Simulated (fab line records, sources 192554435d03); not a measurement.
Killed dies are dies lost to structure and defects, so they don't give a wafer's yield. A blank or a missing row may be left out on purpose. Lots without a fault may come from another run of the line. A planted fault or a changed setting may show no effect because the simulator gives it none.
A struck lot beside a sound one | flow n5_finfet | 16 steps out of a route of 1938
Sound: wafers L997.2, L997.3, L997.5. Struck: wafers L111.3, L111.6. (L111.1 of the same lot was not struck and is left out.) The cause comes at the end.
At each step with rows: each side's tool, then ch and its chambers, then its first start. Under that, the readings that differ: sound wafers | struck wafers | difference of the means | sigmas: that difference in standard deviations of wafers without a fault.
alike: readings whose means differ by less than 2 such deviations, and words and numbers that are the same on both sides. not compared: withheld readings, readings that some wafer has no value for, bounds like >300 that may hide the same value, and numbers for which the record gives no deviation and whose values overlap.
The two part at a step that has a row with sigmas, a row that says differs or no value, or rows on one side only. Numbers that don't overlap but have no deviation are shown without sigmas and don't part them. A reading that every wafer of one side lacks parts them only if that side has two wafers or more.

first, 7 steps without rows for these wafers: N5_MOL_CONTACT_COAG_COAT_58 (time 60 s, resist thk 10 nm); N5_MOL_CONTACT_COAG_COAT_02 (resist thk 30 nm); N5_MOL_CONTACT_COAG_EBR_04; N5_MOL_CONTACT_COAG_SOFTBAKE_03 (time 60 s); N5_MOL_CONTACT_COAG_EXPOSE_05 (exposes mask CA, defocus 0 nm); N5_MOL_CONTACT_COAG_PEB_06 (peb time 60 s); N5_MOL_CONTACT_COAG_DEVELOP_07 (develop time 30 s).
N5_MOL_CONTACT_COAG_CD_MEAS_08: target cd 28 nm.
  sound on cd_sem-01 ch 0, day 5 03:10; struck on cd_sem-03 ch 0, day 8 13:23
  alike: cd_nm
N5_MOL_CONTACT_COAG_OVL_MEAS_09:
  sound on overlay-02 ch 0, day 5 03:13; struck on overlay-01 ch 0, day 8 13:25
  alike: CA_OVL
N5_MOL_CONTACT_COAG_INSPECT_10: inspects for defects (brightfield).
  sound on defect_inspect-01, day 5 03:16; struck on defect_inspect-02, day 8 13:28
  alike: raw_defect_count
N5_MOL_CONTACT_COAG_DESCUM_13: chemistry O2, time 7 s.
  sound on rie_diel-01 ch 0,1, day 5 03:17; struck on rie_diel-05 ch 0,3, day 8 13:31
  reading      | sound             | struck      | difference | sigmas
  rf_vpp_V (V) | 245.7 242.9 245.2 | 242.3 242.2 | -2.3       | -2
  alike: bias_power_w, drypump_motor_current_A, oes_product_au, showerhead_plenum_p_Torr, throttle_valve_pct
  not compared: rf_hours_counter_h
N5_MOL_CONTACT_COAG_ETCH_59: etches underlayer in N2/H2, target depth 13 nm, time 10.4 s.
  sound on rie_diel-01 ch 0,1, day 5 03:20; struck on rie_diel-05 ch 0,3, day 8 13:32
  alike: drypump_motor_current_A, etch_rf_on_time_s, oes_product_au, rf_vpp_V, showerhead_plenum_p_Torr, throttle_valve_pct
  not compared: rf_hours_counter_h
N5_MOL_CONTACT_COAG_ETCH_105: etches SiARC in CF4, target depth 15.6 nm, time 26 s.
  sound on rie_diel-01 ch 0,1, day 5 03:21; struck on rie_diel-05 ch 0,3, day 8 13:34
  reading               | sound          | struck    | difference | sigmas
  etch_rf_on_time_s (s) | 26.2 25.9 26.3 | 45.6 45.6 | +19.5      | +26
  alike: cf4_flow_sccm, drypump_motor_current_A, oes_product_au, rf_vpp_V, showerhead_plenum_p_Torr, throttle_valve_pct
  not compared: rf_hours_counter_h
N5_MOL_CONTACT_COAG_ETCH_106: etches SOC in N2/H2, target depth 80 nm, overetch 16 nm, time 120 s.
  sound on rie_diel-01 ch 0,1, day 5 03:23; struck on rie_diel-05 ch 0,3, day 8 13:35
  alike: drypump_motor_current_A, oes_product_au, rf_vpp_V, showerhead_plenum_p_Torr, throttle_valve_pct
  not compared: rf_hours_counter_h
-- the record jumps here: 7 days lie between the struck wafers' starts before and after (it left off in module MOL_CONTACT_COAG and takes up again in module BEOL_M4, whose first step shown is number 1111 of the route) --
N5_BEOL_M4_RC_MEAS_101:
  sound on prober-02 ch 0, day 11 05:27; struck on prober-01 ch 0, day 15 06:26
  reading        | sound          | struck    | difference | sigmas
  DIBL_P (mV/V)  | 34 38 37       | 43 44     | +7         | +2
  IOFF_P (nA/um) | 0.21 0.26 0.27 | 0.40 0.44 | +0.17      | +3
  SS_P (mV/dec)  | 71.9 73.7 73.9 | 75.1 75.9 | +2.3       | +3
  alike: DIBL_N, IOFF_N, ION_N, ION_P, SS_N, VT_N, VT_P
then, 1 step without rows for these wafers: N5_PASSIVATION_PROBE_49.

WHERE THEY PART
First at N5_MOL_CONTACT_COAG_DESCUM_13; last, within this record, at N5_BEOL_M4_RC_MEAS_101.

WHY: what the simulator had put in
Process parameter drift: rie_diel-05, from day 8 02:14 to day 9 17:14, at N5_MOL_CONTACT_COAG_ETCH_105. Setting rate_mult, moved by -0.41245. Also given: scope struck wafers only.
